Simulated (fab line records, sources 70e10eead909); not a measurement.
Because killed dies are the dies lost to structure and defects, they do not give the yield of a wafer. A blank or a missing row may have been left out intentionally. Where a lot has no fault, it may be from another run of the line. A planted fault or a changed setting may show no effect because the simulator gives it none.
Which of the tools did it?	flow nand-harc	Sampling: 24 lots, 72 wafers, 4 of 1302 route steps

WHAT EACH GAUGE READ, for each wafer
NHARC_A_M1_OVL_MEAS_10: pitch 240 nm. Usual: overlay-x-nm 0.1 nm, standard deviation 0.84; overlay-y-nm 0.0 nm, standard deviation 0.82.
lot	measured	on	overlay-x-nm (nm)	overlay-y-nm (nm)	flag
L074	day 22 06:16	overlay-02	-0.5 -0.4 -0.1	0.4 1.0 0.8	
L076	day 23 18:04	overlay-01	-0.3 -0.4 -0.1	0.3 0.5 0.1	
L075	day 23 20:01	overlay-01	0.8 1.0 0.6	-0.9 -1.2 -0.8	
L077	day 24 01:20	overlay-02	-1.1 -1.2 -1.0	-1.1 -0.6 -1.5	
L078	day 24 07:35	overlay-01	-0.5 -0.5 -1.3	1.2 0.6 0.3	
L079	day 25 00:04	overlay-01	2.2 1.8 2.1	0.8 0.7 0.1	
L080	day 25 22:28	overlay-01	-1.2 -0.1 -1.0	-0.7 -1.2 -1.2	
L081	day 26 12:56	overlay-01	1.2 1.3 1.0	0.2 -1.1 -0.6	
L082	day 26 15:04	overlay-02	0.3 0.0 -0.1	1.3 1.1 0.9	
L085	day 27 16:12	overlay-02	-1.1 -0.7 -0.4	-0.6 -0.8 -1.2	
L084	day 27 21:53	overlay-01	0.4 0.8 1.1	1.0 0.6 0.6	
L083	day 28 02:16	overlay-01	1.0 1.4 1.3	-0.8 -0.7 -0.7	
L087	day 28 04:47	overlay-01	-0.7 -1.0 -1.1	2.3 2.0 1.9	
L086	day 28 10:53	overlay-01	0.0 0.2 0.4	0.3 0.5 0.6	
L088	day 28 16:57	overlay-01	0.5 0.7 0.2	0.1 -0.2 -0.4	
L090	day 28 18:07	overlay-02	-1.2 -0.9 -1.2	0.1 -0.2 -0.2	
L089	day 29 00:43	overlay-02	0.3 0.9 0.5	-1.0 -1.4 -1.2	
L091	day 30 01:54	overlay-01	0.5 0.1 0.7	0.2 0.2 -0.1	
L092	day 30 10:43	overlay-01	0.0 -0.3 -0.1	-0.8 -0.1 -0.3	
L093	day 31 01:18	overlay-02	-0.9 -0.7 -0.8	-0.8 -0.4 -0.5	
L094	day 31 03:17	overlay-02	0.5 0.7 1.2	1.5 1.1 0.8	
L096	day 31 10:01	overlay-02	0.3 -0.1 0.6	0.2 -0.6 -0.4	
L095	day 31 13:57	overlay-02	0.6 0.1 0.4	0.6 0.4 0.3	
L097	day 33 06:51	overlay-02	-0.3 0.4 0.3	-0.3 0.0 0.0	

WHICH TOOL RAN EACH LOT (tool, then ch and the chambers of the sampled wafers, then the start)
lot	NHARC_A_BLC_PVD_32	NHARC_A_BLC_CMP_25	NHARC_A_M0_PVD_20
L074	pvd-sputter-03, day 22 00:52 or earlier	cmp-03 ch 0,1,2, day 22 00:52	pvd-sputter-01, day 22 06:16 or earlier
L076	pvd-sputter-01, day 23 12:45 or earlier	cmp-01 ch 2,3, day 23 12:45	pvd-sputter-03, day 23 18:04 or earlier
L075	pvd-sputter-01, day 23 14:43 or earlier	cmp-03 ch 0,2,3, day 23 14:43	pvd-sputter-01, day 23 20:01 or earlier
L077	pvd-sputter-03, day 23 19:08 or earlier	cmp-01 ch 0,1,3, day 23 19:08	pvd-sputter-03, day 24 01:20 or earlier
L078	pvd-sputter-02, day 24 02:19 or earlier	cmp-04 ch 0,1, day 24 02:19	pvd-sputter-03, day 24 07:35 or earlier
L079	pvd-sputter-02, day 24 18:38 or earlier	cmp-03 ch 0,2,3, day 24 18:38	pvd-sputter-01, day 25 00:04 or earlier
L080	pvd-sputter-03, day 25 16:29 or earlier	cmp-01 ch 0,2,3, day 25 16:29	pvd-sputter-02, day 25 22:28 or earlier
L081	pvd-sputter-03, day 26 07:45 or earlier	cmp-03 ch 1,2, day 26 07:45	pvd-sputter-03, day 26 12:56 or earlier
L082	pvd-sputter-02, day 26 09:38 or earlier	cmp-01 ch 0,3, day 26 09:38	pvd-sputter-01, day 26 15:04 or earlier
L085	pvd-sputter-02, day 27 10:44 or earlier	cmp-01 ch 0,2,3, day 27 10:44	pvd-sputter-02, day 27 16:12 or earlier
L084	pvd-sputter-03, day 27 16:26 or earlier	cmp-04 ch 0,2,3, day 27 16:26	pvd-sputter-02, day 27 21:53 or earlier
L083	pvd-sputter-01, day 27 20:44 or earlier	cmp-03 ch 0,1, day 27 20:44	pvd-sputter-02, day 28 02:16 or earlier
L087	pvd-sputter-02, day 27 23:23 or earlier	cmp-03 ch 0,2,3, day 27 23:23	pvd-sputter-01, day 28 04:47 or earlier
L086	pvd-sputter-02, day 28 05:34 or earlier	cmp-04 ch 0,2,3, day 28 05:34	pvd-sputter-03, day 28 10:53 or earlier
L088	pvd-sputter-01, day 28 11:35 or earlier	cmp-04 ch 0,3, day 28 11:35	pvd-sputter-01, day 28 16:57 or earlier
L090	pvd-sputter-01, day 28 12:47 or earlier	cmp-03 ch 0,1,3, day 28 12:47	pvd-sputter-03, day 28 18:07 or earlier
L089	pvd-sputter-03, day 28 19:16 or earlier	cmp-04 ch 0,2, day 28 19:16	pvd-sputter-03, day 29 00:43 or earlier
L091	pvd-sputter-03, day 29 20:35 or earlier	cmp-03 ch 0,1, day 29 20:35	pvd-sputter-03, day 30 01:54 or earlier
L092	pvd-sputter-02, day 30 04:37 or earlier	cmp-03 ch 0,1,3, day 30 04:37	pvd-sputter-01, day 30 10:43 or earlier
L093	pvd-sputter-03, day 30 20:00 or earlier	cmp-03 ch 0,1,3, day 30 20:00	pvd-sputter-03, day 31 01:18 or earlier
L094	pvd-sputter-01, day 30 21:57 or earlier	cmp-01 ch 0,2,3, day 30 21:57	pvd-sputter-01, day 31 03:17 or earlier
L096	pvd-sputter-01, day 31 04:33 or earlier	cmp-04 ch 1,2, day 31 04:33	pvd-sputter-01, day 31 10:01 or earlier
L095	pvd-sputter-01, day 31 08:30 or earlier	cmp-01 ch 0,1,2, day 31 08:30	pvd-sputter-01, day 31 13:57 or earlier
L097	pvd-sputter-02, day 33 01:22 or earlier	cmp-01 ch 1,2,3, day 33 01:22	pvd-sputter-02, day 33 06:51 or earlier
- NHARC_A_BLC_PVD_32: deposits Ti, target thk 5 nm, time 17.7 s.
- NHARC_A_BLC_CMP_25: polishes, t overpolish 30 s, target thk 150 nm.
- NHARC_A_M0_PVD_20: deposits TaN, target thk 5 nm, time 8.06 s.

WHAT THE TOOLS THEMSELVES READ (means of the sampled wafers that have a number; where no wafer has one, the mark that the record gives instead)
NHARC_A_BLC_PVD_32. Usual: cathode-dc-power-W 5000.1 W, standard deviation 1; throttle-valve-pct 30.1 %, standard deviation 0.66.
lot	tool	cathode-dc-power-W (W)	throttle-valve-pct (%)	flag
L074	pvd-sputter-03	5001.1	29.6	
L076	pvd-sputter-01	5000.1	29.4	
L075	pvd-sputter-01	5000.2	29.8	
L077	pvd-sputter-03	4999.6	29.8	
L078	pvd-sputter-02	5000.0	30.9	
L079	pvd-sputter-02	4999.9	30.3	
L080	pvd-sputter-03	5000.1	29.8	
L081	pvd-sputter-03	4999.9	29.9	
L082	pvd-sputter-02	4999.7	30.9	
L085	pvd-sputter-02	5001.5	30.8	
L084	pvd-sputter-03	5000.7	30.0	
L083	pvd-sputter-01	4999.4	29.8	
L087	pvd-sputter-02	5000.8	30.6	
L086	pvd-sputter-02	5000.3	30.4	
L088	pvd-sputter-01	5000.7	29.6	
L090	pvd-sputter-01	4999.8	29.5	
L089	pvd-sputter-03	5000.7	29.7	
L091	pvd-sputter-03	4998.8	29.7	
L092	pvd-sputter-02	4999.5	30.3	
L093	pvd-sputter-03	4999.3	29.7	
L094	pvd-sputter-01	5000.8	29.7	
L096	pvd-sputter-01	4999.9	29.6	
L095	pvd-sputter-01	5000.5	29.6	
L097	pvd-sputter-02	4999.3	30.2	

NHARC_A_BLC_CMP_25. Usual: motor-current-A 12.2 A, standard deviation 0.8; overpolish-run-s 29.999 s, standard deviation 0.0091; time-to-endpoint-s 31.4 s, standard deviation 2.3.
lot	tool	motor-current-A (A)	overpolish-run-s (s)	time-to-endpoint-s (s)	flag
L074	cmp-03	13.1	29.987	33.2	
L076	cmp-01	12.4	29.999	30.1	
L075	cmp-03	12.1	29.996	30.4	
L077	cmp-01	12.3	29.998	34.5	
L078	cmp-04	11.1	29.997	31.4	
L079	cmp-03	12.2	29.997	30.7	
L080	cmp-01	12.1	30.004	31.4	
L081	cmp-03	12.4	29.999	31.0	
L082	cmp-01	12.7	30.007	31.5	
L085	cmp-01	12.8	30.004	29.9	
L084	cmp-04	11.7	30.003	29.9	
L083	cmp-03	13.3	30.003	30.8	
L087	cmp-03	12.3	30.001	30.6	
L086	cmp-04	11.5	29.997	33.3	
L088	cmp-04	11.7	30.008	32.5	
L090	cmp-03	12.7	29.996	31.5	
L089	cmp-04	11.7	30.000	34.5	
L091	cmp-03	13.3	29.995	35.4	
L092	cmp-03	12.6	30.003	29.8	
L093	cmp-03	12.7	30.000	28.8	
L094	cmp-01	12.8	30.001	32.8	
L096	cmp-04	11.4	29.990	29.5	
L095	cmp-01	12.4	29.999	32.4	
L097	cmp-01	12.7	30.005	31.9	

NHARC_A_M0_PVD_20. Usual: cathode-dc-power-W 15000 W, standard deviation 2.8; throttle-valve-pct 29.9 %, standard deviation 0.58.
lot	tool	cathode-dc-power-W (W)	throttle-valve-pct (%)	flag
L074	pvd-sputter-01	15000	30.0	
L076	pvd-sputter-03	15001	29.6	
L075	pvd-sputter-01	15003	30.0	
L077	pvd-sputter-03	14997	29.7	
L078	pvd-sputter-03	15003	30.0	
L079	pvd-sputter-01	14999	29.6	
L080	pvd-sputter-02	14998	30.9	
L081	pvd-sputter-03	15000	29.8	
L082	pvd-sputter-01	14999	29.2	
L085	pvd-sputter-02	14999	30.7	
L084	pvd-sputter-02	15002	30.6	
L083	pvd-sputter-02	15001	31.0	
L087	pvd-sputter-01	14998	29.8	
L086	pvd-sputter-03	14999	30.2	
L088	pvd-sputter-01	15000	29.7	
L090	pvd-sputter-03	15001	29.8	
L089	pvd-sputter-03	15000	29.6	
L091	pvd-sputter-03	14999	29.9	
L092	pvd-sputter-01	15002	29.5	
L093	pvd-sputter-03	14998	29.8	
L094	pvd-sputter-01	14998	29.5	
L096	pvd-sputter-01	15000	29.7	
L095	pvd-sputter-01	14999	29.6	
L097	pvd-sputter-02	15003	30.6	

THE ANSWER, worked out from the rows above alone
Rule: a lot counts as off when the mean over its wafers that have a number is more than 3 standard deviations away from the usual mean. Also off: a lot with no number at a reading for which 4 or more lots have one. Where the step has rows for the other lots, those lots are counted as sound. First the gauges in route order, then the tools' own readings, where a lot's mean is used as printed above. At the first step where some lot is off, the reading lying furthest off is the one used; lots without a number count as furthest.
None of the lots is off at any reading shown; this tells nothing.

WHAT THE SIMULATOR PUT IN
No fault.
